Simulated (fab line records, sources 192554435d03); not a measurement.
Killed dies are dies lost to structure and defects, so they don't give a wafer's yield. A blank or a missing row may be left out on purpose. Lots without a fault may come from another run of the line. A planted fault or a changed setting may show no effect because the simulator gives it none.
Chamber matching | flow n5_finfet | N5_MOL_CONTACT_COAG_ETCH_89 on rie_diel-04: 4 sister chambers
The step etches underlayer in N2/H2, target depth 13 nm, time 10.4 s. 16 wafers are shown with their chamber, then 8 later ones without.

WAFERS WITH THEIR CHAMBER
wafer  | chamber | showerhead_plenum_p_Torr (Torr) | drypump_motor_current_A (A) | etch_rf_on_time_s (s)
L074.1 | 1       | 2.51                            | 6.00                        | 10.1
L074.4 | 2       | 2.64                            | 5.42                        | 10.6
L074.6 | 0       | 2.49                            | 5.86                        | 10.2
L075.2 | 2       | 2.64                            | 5.42                        | 10.6
L075.3 | 3       | 2.66                            | 5.23                        | 10.7
L075.4 | 0       | 2.49                            | 5.86                        | 10.2
L077.2 | 3       | 2.66                            | 5.24                        | 10.7
L077.3 | 2       | 2.64                            | 5.40                        | 10.6
L077.5 | 0       | 2.49                            | 5.86                        | 10.2
L082.3 | 2       | 2.64                            | 5.44                        | 10.4
L082.4 | 2       | 2.64                            | 5.42                        | 10.4
L082.6 | 1       | 2.51                            | 5.90                        | 9.8
L084.1 | 3       | 2.65                            | 5.23                        | 10.6
L084.4 | 3       | 2.65                            | 5.23                        | 10.6
L084.5 | 0       | 2.48                            | 5.86                        | 10.0
L090.3 | 1       | 2.50                            | 5.93                        | 10.0

SIGNATURES (means of the wafers above)
reading                  | chamber 0 | chamber 1 | chamber 2 | chamber 3 | scatter within a chamber
showerhead_plenum_p_Torr | 2.4875    | 2.5067    | 2.6400    | 2.6550    | 0.00449
drypump_motor_current_A  | 5.8600    | 5.9433    | 5.4200    | 5.2325    | 0.0226
etch_rf_on_time_s        | 10.150    | 9.967     | 10.520    | 10.650    | 0.106
Rule: a wafer's distance from a chamber is the root of the sum, over the readings, of the square of ((its reading less the chamber's mean) divided by the reading's scatter). The wafer belongs to the nearest chamber; if the next one is less than 2 further off, it can't be placed. The scatter: the root of (the sum of the squares of (reading less its chamber's mean) over the shown wafers, divided by (wafers less chambers)).

WAFERS WITHOUT THEIR CHAMBER
wafer  | showerhead_plenum_p_Torr (Torr) | drypump_motor_current_A (A) | etch_rf_on_time_s (s)
L090.4 | 2.63                            | 5.39                        | 10.7
L090.6 | 2.48                            | 5.89                        | 10.2
L093.2 | 2.50                            | 5.89                        | 10.0
L093.3 | 2.64                            | 5.23                        | 10.7
L093.6 | 2.48                            | 5.86                        | 10.1
L097.4 | 2.50                            | 5.89                        | 10.0
L097.5 | 2.47                            | 5.88                        | 10.2
L097.6 | 2.64                            | 5.26                        | 10.8

WHICH CHAMBER EACH WENT THROUGH
wafer  | from the rows above     | in truth
L090.4 | 2                       | 2
L090.6 | 0                       | 0
L093.2 | can't be placed: 1 or 0 | 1
L093.3 | 3                       | 3
L093.6 | 0                       | 0
L097.4 | can't be placed: 1 or 0 | 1
L097.5 | 0                       | 0
L097.6 | 3                       | 3
Placed correctly: 6 of 8. Can't be placed from these rows: 2 (the true chamber is among the candidates in 2). Placed wrongly: 0.
